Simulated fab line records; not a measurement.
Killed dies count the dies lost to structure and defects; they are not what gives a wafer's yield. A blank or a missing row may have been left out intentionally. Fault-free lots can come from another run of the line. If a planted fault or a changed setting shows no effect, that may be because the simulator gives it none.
Comparing a struck lot with a sound one ; flow nand harc ; 15 out of 1302 route steps
Sound: these wafers, L932.3, L932.5, L932.6. The struck wafers were L950.3, L950.4, L950.5. At the end, the cause is stated.
Each step with rows lists, per side, the tool, then ch with its chambers, then its first start. Under that, the readings that differ: sound wafers ; struck wafers ; difference of the means ; sigmas: that difference in standard deviations of wafers without a fault.
alike: readings whose means differ by less than 2 such deviations, and words and numbers that are the same on both sides. not compared: withheld readings, readings that some wafer has no value for, bounds like >300 that may hide the same value, and numbers for which the record gives no deviation and whose values overlap.
A row with sigmas, a row that says differs or no value, or rows on one side alone: a step with any of these is where the two part. Non-overlapping numbers with no deviation appear without sigmas and do not part them. A reading that every wafer of one side lacks parts them only if that side has two wafers or more.

first, 9 steps without rows for these wafers: NHARC_P_ZERO_WELL_STRIP_28 (strips in SPM, time 840 s); NHARC_P_ZERO_WELL_DEHYDRATE_29 (time 120 s); NHARC_P_ZERO_WELL_HMDS_30 (time 30 s); NHARC_P_ZERO_WELL_COAT_31; NHARC_P_ZERO_WELL_SOFTBAKE_32 (time 95 s); NHARC_P_ZERO_WELL_EBR_33; NHARC_P_ZERO_WELL_EXPOSE_34 (exposes mask P PWELL, target cd 720 nm); NHARC_P_ZERO_WELL_PEB_35 (peb time 85 s); NHARC_P_ZERO_WELL_DEVELOP_36 (time 70 s).
NHARC_P_ZERO_WELL_CD_MEAS_37: the cd target is 720 nm.
  sound on cd sem-03 ch 0, day 3 06:06; struck on cd sem-03 ch 0, day 10 18:37
  alike: cd nm
then, 1 step without rows for these wafers: NHARC_P_ZERO_WELL_HARDBAKE_38 (time 80 s).
NHARC_P_ZERO_WELL_DESCUM_39: chemistry O2, time 3 s.
  sound on rie diel-08 ch 2,3, day 3 06:19; struck on rie diel-08 ch 1,2, day 10 18:46
  alike: drypump motor current A, oes product au, rf vpp V, showerhead plenum p Torr, throttle valve pct
  not compared: rf hours counter h
NHARC_P_ZERO_WELL_IMPLANT_40:
  sound on implanter-02 ch 0, day 3 06:31; struck on implanter-02 ch 0, day 10 18:59
reading;sound;struck;difference;sigmas
dose ions cm2;1.0014e+13 9.988e+12 1.0005e+13;5.208e+12 5.207e+12 5.203e+12;-4.796e+12;-99 or more
faraday current uA;128.8 129.4 127.0;67.6 65.5 69.2;-61.0;-25
then, 2 steps without rows for these wafers: NHARC_P_ZERO_WELL_IMPLANT_59; NHARC_END_SORT_01.

== WHERE THEY PART ==
Within this record, at NHARC_P_ZERO_WELL_IMPLANT_40 only.

WHY: the cause the simulator had injected
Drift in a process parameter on implanter-02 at NHARC_P_ZERO_WELL_IMPLANT_40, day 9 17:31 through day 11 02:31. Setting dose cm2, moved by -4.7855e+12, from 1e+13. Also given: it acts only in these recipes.
